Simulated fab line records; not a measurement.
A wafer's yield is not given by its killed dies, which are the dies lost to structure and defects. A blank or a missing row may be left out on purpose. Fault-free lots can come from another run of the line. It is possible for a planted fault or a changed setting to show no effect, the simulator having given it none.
fab line records -- flow nand-harc
[record] lots = 13, wafers = 37, last-day = 25
route steps=1159 shown A_WL_FILL@832 A_CONTACT@842 END@1159
lots untouched by any fault: they come from a run of this same line in which no faults occurred
start-h: hours from the record's first day to the start of the lot's first wafer shown -- wait-h: hours since the lot's step before -- " identical to the entry in the row above -- L1.1+2: a row that stands for several wafers -- - either no value or no given start -- * or withheld: withheld -- < > ~ a bound
route shown NAME@n: NAME is a module with steps in the file, n the number in the route of the first one -- usual: mean/standard deviation of fault-free wafers -- same: alike in all rows -- chamber/n: place in a boat -- sites: each site's reading -- _std_site: standard deviation of those values -- _edge_site: outer sites' mean less inner sites' -- radius-mm: how far each site lies from the wafer's centre -- mask NAME#n: copy n -- behind: the most recent tool/chamber to have shaped the wafer -- hold: what put the lot on hold/how long, in hours/how the hold closed -- device: the transistor (n, p or np) that didn't switch -- end of line: tests of these same wafers at the route's end -- for a step that has no rows: nothing shown but its recipe -- killed: the dies lost at the first sort to structure and to defects; this is not the yield of the wafer -- map: shows each die of a wafer: x if killed, . if not, _ if none is there
set.NAME: setting as actually run; set.NAME@STEP: the setting as run at that earlier step -- model.NAME: the simulator's own value behind a step, which no gauge read
the route's steps for a sample of lots (tables are steps, rows are wafers)
services: from which hour (start-h, from the record's first day; less than 0 if before it) a tool's chamber was out of use, for how many hours, and why
[[steps]]
[step NHARC_A_WL_FILL_ALD_19]
[recipe] target-thk-a = 20, pulse-time-s = 3, ald-cycles = 100, temp-c = 450, material = TiN
[usual] heater-power-w = 1065/120, precursor-pulse-height-rel = 1.001/0.019
[same] pulse-time-s = 3
lot.wafer,tool,chamber,start-h,wait-h,heater-power-w,precursor-pulse-height-rel
L893.4,ald-metal-01,0,355.40,0.1,1098,0.978
L893.3,ald-metal-01,1,355.40,0.1,966,0.997
L893.5,ald-metal-01,0,355.40,0.1,1107,0.997
L895.3,ald-metal-02,1,358.76,0.1,1396,1.007
L895.2,ald-metal-02,3,358.76,0.1,1197,0.992
L895.6,ald-metal-02,1,358.76,0.1,1373,0.999
L899.2,ald-metal-02,0,384.48,0.1,1032,1.016
L899.6,ald-metal-02,0,384.48,0.1,1028,0.988
L899.5,ald-metal-02,1,384.48,0.1,1283,1.009
L900.2,ald-metal-03,0,393.66,0.1,1000,0.982
L900.4,ald-metal-03,2,393.66,0.1,1092,1.005
L900.6,ald-metal-03,0,393.66,0.1,966,0.973
L901.1,ald-metal-03,3,409.39,0.1,1042,0.979
L901.2,ald-metal-03,1,409.39,0.1,1055,0.968
L901.6,ald-metal-03,2,409.39,0.1,1065,1.017
L906.2,ald-metal-01,2,424.62,0.1,848,1.012
L906.4,ald-metal-01,0,424.62,0.1,1098,0.997
L906.5,ald-metal-01,3,424.62,0.1,935,1.056
L907.3,ald-metal-02,2,424.64,0.1,1203,1.013
L907.1,ald-metal-02,3,424.64,0.1,1258,0.986
L907.6,ald-metal-02,2,424.64,0.1,1241,0.991
L905.3,ald-metal-01,3,427.60,0.1,948,0.999
L905.2,ald-metal-01,0,427.60,0.1,1101,1.004
L905.5,ald-metal-01,2,427.60,0.1,817,0.981
L904.1,ald-metal-01,0,438.82,0.1,1087,0.998
L904.3,ald-metal-01,1,438.82,0.1,1024,1.013
L904.2,ald-metal-01,3,438.82,0.1,959,0.985
L912.3,ald-metal-03,1,463.26,0.1,1028,1.006
L912.5,ald-metal-03,1,463.26,0.1,1076,0.998
L911.3,ald-metal-02,1,463.30,0.1,1317,0.996
L911.5,ald-metal-02,1,463.30,0.1,1253,0.995
L916.1,ald-metal-03,0,491.04,0.1,989,1.001
L916.2,ald-metal-03,1,491.04,0.1,1041,0.971
L916.6,ald-metal-03,2,491.04,0.1,1105,1.003
L915.4,ald-metal-02,1,508.74,0.1,1282,1.014
L915.2,ald-metal-02,2,508.74,0.1,1220,1.007
L915.5,ald-metal-02,3,508.74,0.1,1289,1.014
[step NHARC_A_CONTACT_DEP_28]
[recipe] target-thk-a = 36000, temp-c = 400, material = aC
[usual] throttle-valve-pct = 35.001/0.01
lot.wafer,tool,chamber,start-h,wait-h,throttle-valve-pct
L893.3,acl-dep-02,0,364.60,1.0,35.006
L893.4,acl-dep-02,0,364.60,1.0,35.001
L893.5,acl-dep-02,0,364.60,1.0,34.991
L895.2,acl-dep-03,0,367.03,0.5,34.994
L895.3,acl-dep-03,0,367.03,0.5,34.993
L895.6,acl-dep-03,0,368.48,2.0,35.001
L899.2,acl-dep-01,0,392.41,0.4,35.007
L899.5,acl-dep-01,0,393.51,1.5,35.006
L899.6,acl-dep-01,0,393.51,1.5,35.012
L900.2,acl-dep-03,0,403.76,1.9,34.997
L900.4,acl-dep-03,0,403.76,1.9,35.003
L900.6,acl-dep-03,0,403.76,1.9,34.999
L901.1,acl-dep-02,0,417.27,1.2,34.988
L901.2,acl-dep-02,0,417.27,1.2,34.999
L901.6,acl-dep-02,0,419.06,3.0,35.012
L907.1,acl-dep-01,0,431.07,0.1,34.988
L907.3,acl-dep-01,0,431.07,0.1,35.010
L907.6,acl-dep-01,0,432.90,1.9,35.011
L906.2,acl-dep-02,0,431.47,0.4,34.984
L906.4,acl-dep-02,0,431.47,0.4,34.989
L906.5,acl-dep-02,0,431.47,0.4,35.012
L905.2,acl-dep-02,0,436.39,0.4,35.011
L905.3,acl-dep-02,0,436.39,0.4,34.992
L905.5,acl-dep-02,0,436.39,0.4,34.990
L904.1,acl-dep-01,0,445.56,0.1,35.001
L904.2,acl-dep-01,0,445.56,0.1,35.009
L904.3,acl-dep-01,0,445.56,0.1,35.020
L912.3,acl-dep-01,0,470.37,0.8,34.984
L912.5,acl-dep-01,0,470.37,0.8,35.004
L911.3,acl-dep-02,0,471.02,1.0,34.995
L911.5,acl-dep-02,0,471.02,1.0,34.998
L916.1,acl-dep-03,0,499.17,0.1,34.985
L916.2,acl-dep-03,0,499.17,0.1,35.011
L916.6,acl-dep-03,0,501.03,1.9,35.004
L915.2,acl-dep-01,0,518.84,3.1,35.004
L915.4,acl-dep-01,0,518.84,3.1,34.996
L915.5,acl-dep-01,0,518.84,3.1,34.996
[step NHARC_A_CONTACT_ETCH_50]
[recipe] target-depth-a = 847, time-s = 42.4, cf4-flow-sccm = 100, chf3-flow-sccm = 30, ar-flow-sccm = 0, rf-w = 500, bias-w = 200, chemistry = CF4/CHF3
[usual] drypump-motor-current-A = 5.8/0.47, mfc-ar-sccm = 0.005/0.0087, oes-product-au = 0.955/0.02, rf-vpp-V = 370.1/2.5, showerhead-plenum-p-Torr = 1.56/0.071, throttle-valve-pct = 16.803/0.0086
lot.wafer,tool,chamber,start-h,wait-h,drypump-motor-current-A,mfc-ar-sccm,oes-product-au,rf-hours-counter-h,rf-vpp-V,showerhead-plenum-p-Torr,throttle-valve-pct
L893.4,rie-diel-06,0,368.19,-,5.6,0.028,0.931,44,367.8,1.46,16.795
L893.3,rie-diel-06,1,368.19,-,6.2,0,0.920,45,368.3,1.48,16.803
L893.5,rie-diel-06,3,368.19,-,5.7,0.019,0.927,-,372.6,1.62,16.821
L895.3,rie-diel-08,0,370.20,-,6.3,0,0.969,10,368.8,1.52,16.808
L895.2,rie-diel-08,1,370.20,-,6.1,0.011,0.953,13,368.7,1.54,16.805
L895.6,rie-diel-08,3,370.20,-,6.2,0,0.989,-,367.3,1.50,16.810
L899.2,rie-diel-04,2,396.07,-,5.6,0,0.931,27,374.5,1.68,16.812
L899.6,rie-diel-04,3,396.07,-,5.9,0.001,0.918,-,372.2,1.61,16.799
L899.5,rie-diel-04,0,396.07,-,5.7,0,0.927,-,371.1,1.61,16.805
L900.2,rie-diel-08,0,407.15,-,6.3,0,0.953,17,370.1,1.52,16.797
L900.4,rie-diel-08,2,407.15,-,4.9,0,0.964,18,373.8,1.66,16.797
L900.6,rie-diel-08,3,407.15,-,6.2,0,0.965,-,368.5,1.50,16.816
L901.1,rie-diel-08,2,420.88,-,4.9,0,0.947,20,373.5,1.66,16.801
L901.2,rie-diel-08,0,420.88,-,6.3,0,0.975,18,367.8,1.52,16.790
L901.6,rie-diel-08,3,420.88,-,6.2,0,0.980,-,367.8,1.50,16.809
L907.1,rie-diel-08,0,434.72,-,6.3,0,0.934,21,368.5,1.52,16.811
L907.3,rie-diel-08,2,434.72,-,4.9,0,0.931,22,373.3,1.66,16.805
L907.6,rie-diel-08,1,434.72,-,6.1,0.011,0.918,-,369.6,1.53,16.815
L906.4,rie-diel-06,2,434.95,-,5.7,0,0.949,2,367.4,1.48,16.802
L906.2,rie-diel-06,3,434.95,-,5.8,0.019,0.972,2,371.1,1.61,16.803
L906.5,rie-diel-06,3,434.95,-,5.7,0.019,0.963,-,371.6,1.61,16.791
L905.3,rie-diel-06,1,439.79,-,6.2,0,0.957,4,368.4,1.48,16.782
L905.2,rie-diel-06,2,439.79,-,5.7,0,0.956,4,367.1,1.47,16.797
L905.5,rie-diel-06,1,439.79,-,6.2,0,0.951,-,367.1,1.48,16.809
L904.3,rie-diel-06,3,449.27,-,5.7,0.019,0.838,9,371.9,1.61,16.804
L904.1,rie-diel-06,1,449.27,-,6.2,0,0.945,9,368.3,1.47,16.794
L904.2,rie-diel-06,2,449.27,-,5.7,0,0.962,10,367.9,1.47,16.797
L912.3,rie-diel-06,3,473.62,-,5.7,0.019,0.831,21,372.1,1.61,16.796
L912.5,rie-diel-06,3,473.62,-,5.8,0.019,0.943,-,371.6,1.61,16.809
L911.3,rie-diel-06,3,474.48,-,5.7,0.019,0.825,21,370.7,1.61,16.809
L911.5,rie-diel-06,3,474.48,-,5.7,0.019,0.947,-,373.7,1.61,16.807
L916.2,rie-diel-08,0,503.22,-,6.3,0,0.964,2,368.9,1.52,16.804
L916.1,rie-diel-08,3,503.22,-,6.2,0,0.968,2,367.7,1.50,16.806
L916.6,rie-diel-08,1,503.22,-,6.1,0.011,0.977,-,367.5,1.53,16.808
L915.2,rie-diel-08,1,522.16,-,6.2,0.011,0.958,4,368.9,1.53,16.806
L915.4,rie-diel-08,2,522.16,-,4.9,0,0.964,5,373.3,1.66,16.797
L915.5,rie-diel-08,1,522.16,-,6.1,0.011,0.957,-,369.1,1.53,16.793
[step NHARC_A_CONTACT_ETCH_51]
[recipe] target-depth-a = 36000, over-etch-frac = 0.3, time-s = 936, ion-energy-ev = 150, o2-flow-sccm = 400, cos-flow-sccm = 20, ar-flow-sccm = 0, rf-w = 500, bias-w = 300, chemistry = O2/COS
[usual] drypump-motor-current-A = 5.9/0.47, mfc-ar-sccm = 0.005/0.008, oes-product-au = 1.001/0.011, rf-vpp-V = 313.6/2.1, showerhead-plenum-p-Torr = 3.08/0.14, throttle-valve-pct = 28.329/0.0095
lot.wafer,tool,chamber,start-h,wait-h,drypump-motor-current-A,mfc-ar-sccm,oes-product-au,rf-hours-counter-h,rf-vpp-V,showerhead-plenum-p-Torr,throttle-valve-pct
L893.3,rie-diel-06,1,-,-,6.3,0,1.018,45,312.0,2.94,28.328
L893.4,rie-diel-06,3,-,-,5.8,0.019,1.007,45,315.8,3.21,28.329
L893.5,rie-diel-06,2,-,-,5.7,0,0.992,-,312.2,2.94,28.342
L895.2,rie-diel-08,1,-,-,6.1,0.011,0.984,13,313.0,3.05,28.333
L895.3,rie-diel-08,2,-,-,4.9,0,1.000,12,315.7,3.30,28.345
L895.6,rie-diel-08,2,-,-,4.9,0,1.001,-,316.8,3.30,28.332
L899.2,rie-diel-04,3,-,-,6.0,0.001,0.990,38,315.2,3.20,28.336
L899.5,rie-diel-04,1,-,-,5.5,0.013,0.993,-,312.8,3.06,28.357
L899.6,rie-diel-04,2,-,-,5.6,0,1.013,-,315.1,3.33,28.334
L900.2,rie-diel-08,0,-,-,6.3,0,1.016,17,313.2,3.01,28.329
L900.4,rie-diel-08,3,-,-,6.2,0,1.020,14,311.8,2.98,28.329
L900.6,rie-diel-08,1,-,-,6.2,0.011,0.978,-,314.0,3.05,28.318
L901.1,rie-diel-08,0,-,-,6.3,0,1.006,19,311.9,3.01,28.308
L901.2,rie-diel-08,1,-,-,6.1,0.011,0.990,22,312.5,3.05,28.329
L901.6,rie-diel-08,0,-,-,6.3,0,1.001,-,312.3,3.01,28.334
L907.3,rie-diel-08,1,-,-,6.1,0.011,0.975,25,312.6,3.04,28.331
L907.1,rie-diel-08,3,-,-,6.2,0,1.018,18,312.9,2.98,28.329
L907.6,rie-diel-08,1,-,-,6.1,0.011,0.974,-,312.7,3.04,28.325
L906.4,rie-diel-06,2,-,-,5.7,0,1.004,2,311.1,2.93,28.334
L906.2,rie-diel-06,0,-,-,5.6,0.028,1.026,2,317.8,3.37,28.338
L906.5,rie-diel-06,2,-,-,5.7,0,1.001,-,310.3,2.93,28.309
L905.2,rie-diel-06,2,-,-,5.7,0,0.991,4,310.9,2.93,28.322
L905.3,rie-diel-06,3,-,-,5.8,0.019,1.005,4,315.5,3.20,28.324
L905.5,rie-diel-06,1,-,-,6.3,0,0.997,-,308.9,2.93,28.307
L904.3,rie-diel-06,3,-,-,5.8,0.019,1.005,9,314.9,3.19,28.308
L904.2,rie-diel-06,0,-,-,5.6,0.028,1.016,9,318.0,3.37,28.309
L904.1,rie-diel-06,1,-,-,6.2,0,0.987,9,311.9,2.93,28.338
L912.3,rie-diel-06,1,-,-,6.3,0,0.997,21,310.3,2.92,28.343
L912.5,rie-diel-06,2,-,-,5.7,0,0.994,-,313.7,2.92,28.327
L911.3,rie-diel-06,3,-,-,5.8,0.019,1.003,22,314.0,3.19,28.335
L911.5,rie-diel-06,3,-,-,5.7,0.019,1.001,-,315.1,3.19,28.336
L916.2,rie-diel-08,1,-,-,6.1,0.011,0.998,2,312.8,3.04,28.327
L916.1,rie-diel-08,3,-,-,6.2,0,0.997,2,311.1,2.97,28.323
L916.6,rie-diel-08,1,-,-,6.2,0.011,1.003,-,313.3,3.04,28.319
L915.2,rie-diel-08,1,-,-,6.1,0.011,1.017,5,311.9,3.04,28.325
L915.4,rie-diel-08,2,-,-,4.9,0,1.020,6,316.0,3.28,28.312
L915.5,rie-diel-08,1,-,-,6.1,0.011,1.004,-,312.4,3.04,28.332
[step NHARC_END_SORT_01]
[recipe] temp-c = 25
[usual] killed-at-array = 28/11, killed-at-other = 0.7/1.1, killed-at-periphery = 2.9/2, killed-dies = 32/11, killed-open = 3.2/1.8, killed-short = 2.0/1.4
[same] gross-dies = 677
lot.wafer,tool,chamber,start-h,wait-h,killed-at-array,killed-at-other,killed-at-periphery,killed-dies,killed-open,killed-short
L904.1,prober-02,0,517.75,2.5,30,2,4,36,3,2
L904.2,prober-02,0,518.54,2.8,24,2,3,29,3,1
L904.3,prober-02,0,519.34,3.1,110,4,4,118,3,1
L912.3,prober-01,0,549.49,3.1,87,2,0,89,1,5
L912.5,prober-01,0,551.09,3.7,20,0,5,25,6,1
L911.3,prober-02,0,549.54,3.1,178,0,3,181,2,1
L911.5,prober-02,0,551.14,3.7,43,0,2,45,2,3
// killed by level:class
L904.1 A_SLIT:chamber-film-flake=12 A_CONTACT:chamber-film-flake=7 A_CHANNEL_HOLE_D1:chamber-film-flake=5 A_ZERO_WELL:chamber-film-flake=3 P_M0:geometric-particle:short=1 A_SOURCE_PLATE:geometric-particle:short=1 A_CONTACT:geometric-particle:open=1 A_M0:geometric-particle:open=1
L904.2 A_SLIT:chamber-film-flake=8 A_CHANNEL_HOLE_D1:chamber-film-flake=6 A_M0:geometric-particle:open=2 A_CONTACT:chamber-film-flake=2 THIN_TSV:chamber-film-flake=2 A_WL_FILL:geometric-particle:short=1 A_CONTACT:geometric-particle:open=1 P_GATE:chamber-film-flake=1
L904.3 A_CONTACT:area-etch=74 A_SLIT:chamber-film-flake=17 A_CHANNEL_HOLE_D1:chamber-film-flake=10 A_CONTACT:chamber-film-flake=4 THIN_TSV:chamber-film-flake=4 P_GATE:chamber-film-flake=2 P_CONTACT:geometric-particle:open=1 A_WL_FILL:geometric-particle:open=1
L912.3 A_CONTACT:area-etch=70 A_WL_FILL:chamber-film-flake=4 A_CHANNEL_HOLE_D1:chamber-film-flake=2 A_CONTACT:chamber-film-flake=2 THIN_TSV:chamber-film-flake=2 A_SOURCE_PLATE:geometric-particle:open=1 A_ONON_D1:geometric-particle:short=1 A_CHANNEL_HOLE_D1:geometric-particle:short=1
L911.3 A_CONTACT:area-etch=124 A_CHANNEL_HOLE_D1:chamber-film-flake=22 A_SLIT:chamber-film-flake=20 A_CONTACT:chamber-film-flake=6 A_STAIRCASE:chamber-film-flake=4 P_CONTACT:geometric-particle:open=1 P_M1:geometric-particle:open=1 A_SOURCE_PLATE:geometric-particle:short=1
L912.5 A_CHANNEL_HOLE_D1:chamber-film-flake=5 A_WL_FILL:chamber-film-flake=4 A_M0:chamber-film-flake=4 A_SOURCE_PLATE:geometric-particle:open=3 P_GATE:chamber-film-flake=2 A_CONTACT:chamber-film-flake=2 P_CONTACT:geometric-particle:open=1 P_M0:geometric-particle:open=1
L911.5 A_CHANNEL_HOLE_D1:chamber-film-flake=23 A_SLIT:chamber-film-flake=12 A_CONTACT:chamber-film-flake=3 P_STI:geometric-particle:open=1 P_M0:geometric-particle:open=1 A_CHANNEL_HOLE_D1:geometric-particle:short=1 A_CHANNEL_FILL_D1:geometric-particle:short=1 A_WL_FILL:geometric-particle:short=1
[[services]]
tool,chamber,start-h,hours,kind
ald-metal-03,-,334.84,0.2,repair
rie-diel-08,3,337.79,26.4,repair
rie-diel-08,0,346.69,9.6,repair
acl-dep-02,-,350.88,13.0,pm
ald-metal-03,-,355.94,0.6,repair
ald-metal-02,-,364.00,10.0,pm
rie-diel-08,2,384.74,5.2,repair
ald-metal-02,0,391.33,7.6,repair
ald-metal-02,1,399.22,12.6,repair
acl-dep-03,-,405.59,13.0,pm
rie-diel-04,3,419.08,20.6,repair
rie-diel-06,-,419.80,9.0,pm
acl-dep-03,-,437.56,2.2,repair
ald-metal-01,-,458.00,10.0,pm
ald-metal-02,1,458.60,1.6,repair
ald-metal-03,2,465.95,2.1,repair
rie-diel-06,1,467.15,1.4,repair
acl-dep-01,-,475.61,13.0,pm
rie-diel-08,-,478.86,9.0,pm
rie-diel-06,1,498.91,4.0,repair
ald-metal-03,-,500.00,10.0,pm
rie-diel-08,-,504.61,0.9,repair
rie-diel-08,1,510.47,3.5,repair
ald-metal-02,2,515.60,26.7,repair
[[key]]
[first-sign] step = NHARC_A_CONTACT_ETCH_50, reading = oes-product-au, direction = down, sigmas = 6.1, usual = 0.955, struck = 0.831
[effect] step = NHARC_END_SORT_01, reading = killed-at-array, direction = up, sigmas = 8.8, usual = 28, struck = 125
[more-kills-born-at] NHARC_A_CONTACT_ETCH_50@rie-diel-06 = 268
met-at NHARC_A_CONTACT_ETCH_50
struck-lots L904,L911,L912
struck-wafers L904.3,L911.3,L912.3
tester-left-out L904,L911,L912
not-acting-at NHARC_A_WL_FILL_ALD_19,NHARC_A_CONTACT_DEP_28,NHARC_A_CONTACT_ETCH_51
onset-between 439.79 449.27
[fault] kind = process-parameter-drift, tool = rie-diel-06, chamber = -, onset-h = 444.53, steps = NHARC_A_CONTACT_ETCH_50, channel = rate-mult, offset = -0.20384, shape = step, end-h = 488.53, scope = struck-wafers-only
// tester-left-out: of these lots the tester's yield and bins aren't shown, on N5 and GAA mostly nor the transistor test; their killed dies are dies lost to structure and defects alone, not to doping, threshold or leakage, so they don't give the yield
